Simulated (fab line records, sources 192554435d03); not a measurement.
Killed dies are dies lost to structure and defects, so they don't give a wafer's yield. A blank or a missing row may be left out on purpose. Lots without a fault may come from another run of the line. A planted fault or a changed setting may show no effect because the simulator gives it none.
Chamber matching | flow n5_finfet | N5_BEOL_M2_STRIP_66 on rie_diel-01: 4 sister chambers
The step strips in CF4. 22 wafers are shown with their chamber, then 11 later ones without.

WAFERS WITH THEIR CHAMBER
wafer  | chamber | drypump_motor_current_A (A) | showerhead_plenum_p_Torr (Torr) | oes_product_au (a.u.)
L075.1 | 0       | 6.0                         | 1.80                            | 0.79
L075.5 | 0       | 6.0                         | 1.80                            | 0.79
L075.6 | 2       | 5.2                         | 1.77                            | 0.69
L076.1 | 2       | 5.1                         | 1.77                            | 0.68
L076.3 | 3       | 6.1                         | 1.78                            | 0.95
L076.5 | 3       | 6.1                         | 1.78                            | 0.95
L077.2 | 3       | 6.1                         | 1.78                            | 0.95
L077.5 | 2       | 5.1                         | 1.77                            | 0.67
L077.6 | 0       | 6.0                         | 1.80                            | 0.79
L085.2 | 3       | 6.0                         | 1.77                            | 0.89
L085.3 | 2       | 5.1                         | 1.77                            | 0.95
L085.5 | 0       | 6.0                         | 1.80                            | 0.77
L087.1 | 3       | 6.1                         | 1.77                            | 0.87
L087.2 | 2       | 5.1                         | 1.76                            | 0.93
L087.3 | 0       | 6.0                         | 1.79                            | 0.76
L087.4 | 1       | 6.7                         | 1.76                            | 0.90
L087.5 | 1       | 6.7                         | 1.76                            | 0.90
L087.6 | 0       | 6.0                         | 1.79                            | 0.76
L088.1 | 3       | 6.1                         | 1.77                            | 0.87
L088.3 | 1       | 6.8                         | 1.76                            | 0.91
L088.5 | 0       | 6.0                         | 1.79                            | 0.76
L091.1 | 3       | 6.1                         | 1.77                            | 0.85

SIGNATURES (means of the wafers above)
reading                  | chamber 0 | chamber 1 | chamber 2 | chamber 3 | scatter within a chamber
drypump_motor_current_A  | 6.000     | 6.733     | 5.120     | 6.086     | 0.0359
showerhead_plenum_p_Torr | 1.7957    | 1.7600    | 1.7680    | 1.7743    | 0.00485
oes_product_au           | 0.7743    | 0.9033    | 0.7840    | 0.9043    | 0.0725
Rule: a wafer's distance from a chamber is the root of the sum, over the readings, of the square of ((its reading less the chamber's mean) divided by the reading's scatter). The wafer belongs to the nearest chamber; if the next one is less than 2 further off, it can't be placed. The scatter: the root of (the sum of the squares of (reading less its chamber's mean) over the shown wafers, divided by (wafers less chambers)).

WAFERS WITHOUT THEIR CHAMBER
wafer  | drypump_motor_current_A (A) | showerhead_plenum_p_Torr (Torr) | oes_product_au (a.u.)
L091.2 | 6.7                         | 1.76                            | 0.88
L091.5 | 5.1                         | 1.76                            | 0.90
L093.1 | 6.0                         | 1.76                            | 0.85
L093.4 | 6.0                         | 1.79                            | 0.75
L093.5 | 6.0                         | 1.79                            | 0.75
L096.2 | 6.0                         | 1.79                            | 0.75
L096.3 | 6.0                         | 1.77                            | 0.85
L096.6 | 6.7                         | 1.76                            | 0.86
L097.1 | 6.7                         | 1.76                            | 0.86
L097.5 | 5.1                         | 1.76                            | 0.88
L097.6 | 6.1                         | 1.76                            | 0.85

WHICH CHAMBER EACH WENT THROUGH
wafer  | from the rows above | in truth
L091.2 | 1                   | 1
L091.5 | 2                   | 2
L093.1 | 3                   | 3
L093.4 | 0                   | 0
L093.5 | 0                   | 0
L096.2 | 0                   | 0
L096.3 | 3                   | 3
L096.6 | 1                   | 1
L097.1 | 1                   | 1
L097.5 | 2                   | 2
L097.6 | 3                   | 3
Placed correctly: 11 of 11. Can't be placed from these rows: 0. Placed wrongly: 0.
